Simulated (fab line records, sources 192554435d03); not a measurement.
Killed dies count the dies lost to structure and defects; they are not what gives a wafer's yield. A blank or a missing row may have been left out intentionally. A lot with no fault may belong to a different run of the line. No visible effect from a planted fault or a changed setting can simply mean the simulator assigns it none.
A struck lot beside a sound one -- flow n5Finfet -- 16 out of 1938 route steps
Sound: these wafers, L579.2, L579.4, L579.6. Struck: wafer L596.3. (L596.5, L596.6 of the same lot were not struck and are left out.) The cause comes at the end.
At each step with rows: each side's tool, then ch and its chambers, then its first start. Under that, the readings that differ: sound wafers -- struck wafers -- difference of the means -- sigmas: that difference in standard deviations of wafers without a fault.
alike: same words and numbers on both sides, and readings whose means sit less than 2 such deviations apart. not compared: any withheld reading, any reading some wafer has no value for, any bound like >300 that may hide the same value, and any number with overlapping values for which the record gives no deviation.
A row with sigmas, a row that says differs or no value, or rows on one side alone: a step with any of these is where the two part. Non-overlapping numbers with no deviation appear without sigmas and do not part them. Lack of a reading on every wafer of one side parts them only where that side has two or more wafers.

N5_BEOL_M3_CMP_52: polishes, stops on SiOC, t overpolish 6.8 s, target thk 40 nm.
  sound on cmp-04 ch 1,3, day 7 21:55; struck on cmp-04 ch 3, day 11 16:47
  alike: barrierFieldEndpointS, clearingPlatenRpm, motorCurrentA, overpolishRunS, timeToEndpointS
N5_BEOL_M3_THK_MEAS_53: measures by xrf.
  sound on filmMetro-01, day 7 22:11; struck on filmMetro-02, day 11 17:02
  alike: M3_THK
then, 1 step without rows for these wafers: N5_BEOL_M3_PRE_CLEAN_60 (time 15 s).
N5_BEOL_M3_CO_CAP_55: material Co, precursor CCTBA/H2, target thk 2 nm, time 102.1 s.
  sound on cvdCo-02 ch 0,1, day 7 22:16; struck on cvdCo-02 ch 0, day 11 17:07
  alike: heaterPowerW
then, 1 step without rows for these wafers: N5_BEOL_M3_PRE_CLEAN_56 (time 15 s).
N5_BEOL_M3_DEP_57: deposits SiCN from 3MS/NH3, target thk 8 nm, time 14 s.
  sound on pecvd-01 ch 0,1, day 7 22:23; struck on pecvd-01 ch 0, day 11 17:16
  alike: showerheadPlenumPTorr, throttleValvePct
N5_BEOL_M3_RS_MEAS_58: uses a four-point probe to measure.
  sound on filmMetro-01, day 7 22:26; struck on filmMetro-01, day 11 17:20
  alike: M3_RS
N5_BEOL_M3_INSPECT_59: inspects for defects (darkfield).
  sound on defectInspect-01, day 7 22:28; struck on defectInspect-02, day 11 17:21
  alike: rawDefectCount
N5_BEOL_M4_ILD_DEP_00: deposits SiOC from DEMS/O2, target thk 79 nm, time 15.3 s.
  sound on pecvd-02 ch 0,1, day 7 22:31; struck on pecvd-01 ch 2, day 11 17:24
reading,sound,struck,difference,sigmas
throttleValvePct (%),12.0 12.8 13.0,11.0,-1.6,-3
  alike: heaterPowerW, showerheadPlenumPTorr
N5_BEOL_M4_THK_MEAS_01:
  sound on filmMetro-01, day 7 22:35; struck on filmMetro-02, day 11 17:28
  alike: M4_ILD_THK
then, 1 step without rows for these wafers: N5_BEOL_M4_PECVD_72 (deposits SiO2 from TEOS/O2, target thk 16 nm, time 18 s).
N5_BEOL_M4_HM_DEP_02: deposits TiN, target thk 20 nm.
  sound on pvdSputter-02, day 8 00:30; struck on pvdSputter-01, day 11 19:28
  alike: throttleValvePct
N5_BEOL_M4_COAT_61: time 60 s, resist thk 60 nm.
  sound on lithoTrack-05 ch 0, day 8 00:38; struck on lithoTrack-05 ch 0, day 11 19:35
reading,sound,struck,difference,sigmas
heaterPowerTotalW (W),503.0 503.0 503.4,531.5,+28.4,+16
runLengthS (s),66.30 66.33 66.37,60.54,-5.79,-26
  alike: dispensePressureKPa
then, 1 step without rows for these wafers: N5_BEOL_M4_COAT_62 (time 60 s, resist thk 12 nm).
N5_BEOL_M4_RC_MEAS_101:
  sound on prober-02 ch 0, day 8 09:34; struck on prober-02 ch 0, day 12 10:55
  alike: DIBL_N, DIBL_P, IOFF_N, IOFF_P, ION_N, ION_P, SS_N, SS_P, VT_N, VT_P
-- a jump in the record: the struck wafers' starts before and after are 5 days apart (it breaks off in module BEOL_M4 and resumes in module PASSIVATION, where the first step shown is number 1936 of the route) --
N5_PASSIVATION_PROBE_49:
  sound on prober-01, day 12 10:43; struck on prober-01, day 17 06:49
reading,sound,struck,difference,sigmas
killed_at_M0_to_M3,39 26 17,53,+26,+2
killedDies,113 72 81,124,+35,+2
killedShort,27 24 24,46,+21,+2
sortNPass,1067 1108 1099,1056,-35,-2
  alike: defectLimitedYield, killed_at_M4_up, killedAtContacts, killedAtFrontEnd, killedAtOther, killedOpen, sort_bin_5_function, sort_bin_6_memory, sortYieldPct

WHERE THEY PART
Earliest at N5_BEOL_M4_ILD_DEP_00; latest, in this record, at N5_PASSIVATION_PROBE_49.

WHY: what had been put in by the simulator
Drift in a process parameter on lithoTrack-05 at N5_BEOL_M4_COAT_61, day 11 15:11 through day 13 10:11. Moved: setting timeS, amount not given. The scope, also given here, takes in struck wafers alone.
